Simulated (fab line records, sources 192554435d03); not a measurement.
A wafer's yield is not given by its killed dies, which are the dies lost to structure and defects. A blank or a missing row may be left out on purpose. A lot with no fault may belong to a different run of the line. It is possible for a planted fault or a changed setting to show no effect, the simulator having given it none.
Chamber matching :: flow n5-finfet :: 4 sister chambers for N5_BEOL_M11_CMP_52 on cmp-01
The step polishes, stops on SiCOH lowk, t overpolish 7 s, target thk 140 nm. 4 wafers are shown with their chamber, then 9 later ones without.

## EACH WAFER AND ITS CHAMBER
wafer: L723.3
chamber: 0
motor-current-A (A): 5.2

wafer: L724.1
chamber: 3
motor-current-A (A): 6.7

wafer: L727.5
chamber: 2
motor-current-A (A): 7.0

wafer: L727.6
chamber: 1
motor-current-A (A): 4.8

## WAFERS MISSING THEIR CHAMBER
wafer: L728.3
motor-current-A (A): 5.4

wafer: L728.5
motor-current-A (A): 5.0

wafer: L728.6
motor-current-A (A): 7.0

wafer: L729.1
motor-current-A (A): 6.6

wafer: L729.2
motor-current-A (A): 5.3

wafer: L729.4
motor-current-A (A): 6.3

wafer: L730.2
motor-current-A (A): 6.2

wafer: L730.3
motor-current-A (A): 6.7

wafer: L730.5
motor-current-A (A): 6.3

## CHAMBER TAKEN BY EACH
wafer: L728.3
from the rows above: can't be placed: 0 or 1
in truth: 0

wafer: L728.5
from the rows above: can't be placed: 0 or 1
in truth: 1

wafer: L728.6
from the rows above: can't be placed: 2 or 3
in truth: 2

wafer: L729.1
from the rows above: can't be placed: 3 or 2
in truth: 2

wafer: L729.2
from the rows above: can't be placed: 0 or 1
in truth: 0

wafer: L729.4
from the rows above: can't be placed: 3 or 2
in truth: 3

wafer: L730.2
from the rows above: can't be placed: 3 or 2 or 0
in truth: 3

wafer: L730.3
from the rows above: can't be placed: 3 or 2
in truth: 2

wafer: L730.5
from the rows above: can't be placed: 3 or 2
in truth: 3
Correctly placed: 0 of 9. Unplaceable from these rows: 9, with the true chamber sitting among the candidates in 9. Wrongly placed: 0.
How it was worked out, from the rows above alone: a wafer's distance from a chamber is the root of the sum, over the readings, of the square of ((its reading less the chamber's mean) divided by the reading's scatter). If the next closest chamber is less than 2 further off than the closest, the wafer can't be placed; otherwise it belongs to the closest. The mean given for a chamber averages the wafers shown for that chamber. The scatter (one wafer shown for each chamber): square how far every hidden wafer sits from the nearest shown wafer, average those squares and take the square root.
